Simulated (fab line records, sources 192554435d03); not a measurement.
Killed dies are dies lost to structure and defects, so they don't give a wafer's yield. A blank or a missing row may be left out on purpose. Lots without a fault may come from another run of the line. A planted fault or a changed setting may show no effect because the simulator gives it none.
A struck lot beside a sound one | flow n5_finfet | 15 steps out of a route of 1938
Sound: wafers L950.1, L950.4, L950.5. Struck: wafer L961.2. (L961.1, L961.6 of the same lot were not struck and are left out.) The cause comes at the end.
At each step with rows: each side's tool, then ch and its chambers, then its first start. Under that, the readings that differ: sound wafers | struck wafers | difference of the means | sigmas: that difference in standard deviations of wafers without a fault.
alike: readings whose means differ by less than 2 such deviations, and words and numbers that are the same on both sides. not compared: withheld readings, readings that some wafer has no value for, bounds like >300 that may hide the same value, and numbers for which the record gives no deviation and whose values overlap.
The two part at a step that has a row with sigmas, a row that says differs or no value, or rows on one side only. Numbers that don't overlap but have no deviation are shown without sigmas and don't part them. A reading that every wafer of one side lacks parts them only if that side has two wafers or more.

first, 4 steps without rows for these wafers: N5_BEOL_M8_SOFTBAKE_06 (time 60 s); N5_BEOL_M8_EXPOSE_08 (exposes mask M8); N5_BEOL_M8_PEB_09 (peb time 60 s); N5_BEOL_M8_DEVELOP_10 (develop time 30 s).
N5_BEOL_M8_CD_MEAS_11: target cd 38.5 nm.
  sound on cd_sem-01 ch 0, day 9 17:59; struck on cd_sem-02 ch 0, day 11 22:29
  alike: cd_nm
N5_BEOL_M8_OVL_MEAS_12:
  sound on overlay-01 ch 0, day 9 18:01; struck on overlay-01 ch 0, day 11 22:31
  alike: M8_OVL
N5_BEOL_M8_INSPECT_13: inspects for defects (brightfield).
  sound on defect_inspect-02, day 9 18:03; struck on defect_inspect-01, day 11 22:32
  reading          | sound       | struck | difference | sigmas
  raw_defect_count | 456 470 555 | 286    | -208       | -2
N5_BEOL_M8_DESCUM_16: chemistry O2, time 7.9 s.
  sound on rie_diel-04 ch 0,1,3, day 9 18:05; struck on rie_diel-06 ch 2, day 11 22:48
  reading               | sound          | struck | difference | sigmas
  oes_product_au (a.u.) | 0.72 0.75 0.83 | 0.96   | +0.19      | +2
  alike: drypump_motor_current_A, o2_flow_sccm, rf_vpp_V, showerhead_plenum_p_Torr, throttle_valve_pct
  not compared: rf_hours_counter_h
N5_BEOL_M8_ETCH_61: etches SiARC in CF4, target depth 45.5 nm, time 75.8 s.
  sound on rie_diel-04 ch 0,1,3, day 9 18:07; struck on rie_diel-06 ch 2, day 11 22:50
  reading                | sound             | struck | difference | sigmas
  oes_product_au (a.u.)  | 0.62 0.66 0.70    | 0.83   | +0.17      | +2
  throttle_valve_pct (%) | 15.42 15.84 15.39 | 14.98  | -0.57      | -2
  alike: drypump_motor_current_A, etch_rf_on_time_s, rf_vpp_V, showerhead_plenum_p_Torr
  not compared: rf_hours_counter_h
N5_BEOL_M8_ETCH_62: etches SOC in N2/H2, target depth 110 nm, overetch 22 nm, time 165 s.
  sound on rie_diel-04 ch 0,1,3, day 9 18:10; struck on rie_diel-06 ch 2, day 11 22:53
  reading               | sound          | struck | difference | sigmas
  oes_product_au (a.u.) | 0.62 0.65 0.69 | 0.82   | +0.17      | +2
  alike: drypump_motor_current_A, rf_vpp_V, showerhead_plenum_p_Torr, throttle_valve_pct
  not compared: rf_hours_counter_h
then, 1 step without rows for these wafers: N5_BEOL_M8_STRIP_68 (strips in N2/H2).
N5_BEOL_M8_STRIP_67: strips in CF4.
  sound on rie_diel-04 ch 0,1,3, day 9 18:19; struck on rie_diel-06 ch 2, day 11 23:02
  reading                | sound             | struck | difference | sigmas
  oes_product_au (a.u.)  | 0.73 0.76 0.81    | 0.97   | +0.20      | +3
  throttle_valve_pct (%) | 13.43 13.84 13.35 | 12.99  | -0.55      | -2
  alike: drypump_motor_current_A, rf_vpp_V, showerhead_plenum_p_Torr
  not compared: rf_hours_counter_h
N5_BEOL_M8_HM_OPEN_17: chemistry Cl2/BCl3, target TiN, target depth 20 nm, overetch 6 nm.
  sound on rie_metal-01 ch 0,1, day 9 18:22; struck on rie_metal-01 ch 1, day 11 23:05
  reading                                  | sound          | struck | difference | sigmas
  model.SOC_of_BEOL_M8_COAT_59.thk_nm (nm) | 92.4 92.4 92.2 | 92.6   | +0.3       |
  alike: drypump_motor_current_A, oes_product_au, throttle_valve_pct
  not compared: rf_hours_counter_h
N5_BEOL_M8_STRIP_19: strips in O2.
  sound on rie_diel-06 ch 2,3, day 9 18:35; struck on rie_diel-05 ch 0, day 11 23:22
  reading                         | sound          | struck | difference | sigmas
  showerhead_plenum_p_Torr (Torr) | 2.08 2.22 2.22 | 1.99   | -0.18      | -2
  alike: drypump_motor_current_A, o2_flow_sccm, oes_product_au, rf_vpp_V, throttle_valve_pct
  not compared: rf_hours_counter_h
-- the record jumps here: 3 days lie between the struck wafers' starts before and after (it left off in module BEOL_M8 and takes up again in module PASSIVATION, whose first step shown is number 1936 of the route) --
N5_PASSIVATION_PROBE_49:
  sound on prober-02, day 13 06:48; struck on prober-01, day 15 07:48
  reading               | sound       | struck | difference | sigmas
  killed_at_M0_to_M3    | 34 29 19    | 62     | +35        | +3
  killed_at_M4_up       | 21 20 16    | 6      | -13        | -2
  sort_bin_6_memory (%) | 3.2 3.1 2.5 | 4.6    | +1.7       | +2
  alike: defect_limited_yield, killed_at_contacts, killed_at_front_end, killed_at_other, killed_dies, killed_open, killed_short, sort_bin_4_leakage, sort_bin_5_function, sort_bin_8_speed, sort_n_pass, sort_yield_pct

WHERE THEY PART
First at N5_BEOL_M8_INSPECT_13; last, within this record, at N5_PASSIVATION_PROBE_49.

WHY: what the simulator had put in
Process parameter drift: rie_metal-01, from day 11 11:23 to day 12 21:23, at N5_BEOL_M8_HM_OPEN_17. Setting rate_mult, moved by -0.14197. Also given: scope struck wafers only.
